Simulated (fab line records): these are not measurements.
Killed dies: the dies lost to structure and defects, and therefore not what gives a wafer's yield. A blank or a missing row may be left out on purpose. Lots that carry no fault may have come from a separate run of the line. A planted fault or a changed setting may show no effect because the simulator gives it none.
Matching of chambers | flow n5Finfet | N5_PASSIVATION_STRIP_14 on rieDiel-01: 4 sister chambers
The step strips in O2. 8 wafers are shown with their chamber, then 6 later ones without.

## WAFERS WITH THEIR CHAMBER
wafer  | chamber | showerheadPlenumPTorr (Torr) | throttleValvePct (%)
L537.1 | 3       | 2.00                         | 17.32
L545.4 | 3       | 1.99                         | 17.36
L550.1 | 0       | 2.08                         | 16.70
L550.2 | 2       | 2.17                         | 16.58
L550.5 | 1       | 1.96                         | 16.79
L546.1 | 0       | 2.08                         | 16.69
L546.2 | 2       | 2.17                         | 16.58
L546.3 | 1       | 1.96                         | 16.82

## WAFERS WITHOUT THEIR CHAMBER
wafer  | showerheadPlenumPTorr (Torr) | throttleValvePct (%)
L551.1 | 2.26                         | 16.93
L551.4 | 2.08                         | 16.69
L551.6 | 2.16                         | 16.58
L559.1 | 2.25                         | 16.94
L559.3 | 1.95                         | 16.84
L559.5 | 2.25                         | 16.93

## CHAMBER TAKEN BY EACH
wafer  | from the rows above | in truth
L551.1 | 2                   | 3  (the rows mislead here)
L551.4 | 0                   | 0
L551.6 | 2                   | 2
L559.1 | 2                   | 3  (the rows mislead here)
L559.3 | 1                   | 1
L559.5 | 2                   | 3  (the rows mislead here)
Placed correctly: 3 of 6. From these rows, 0 cannot be placed. Wrongly placed: 3.
How it was worked out, from the rows above alone: a wafer's distance from a chamber is the root of the sum, over the readings, of the square of ((its reading less the chamber's mean) divided by the reading's scatter). The wafer belongs to the nearest chamber; if the next one is less than 2 further off, it can't be placed. For every chamber, the mean is computed from those of its wafers that are shown. The scatter: take each reading less its chamber's mean, square it, sum over the shown wafers, divide by the number of wafers less the number of chambers, and take the root.
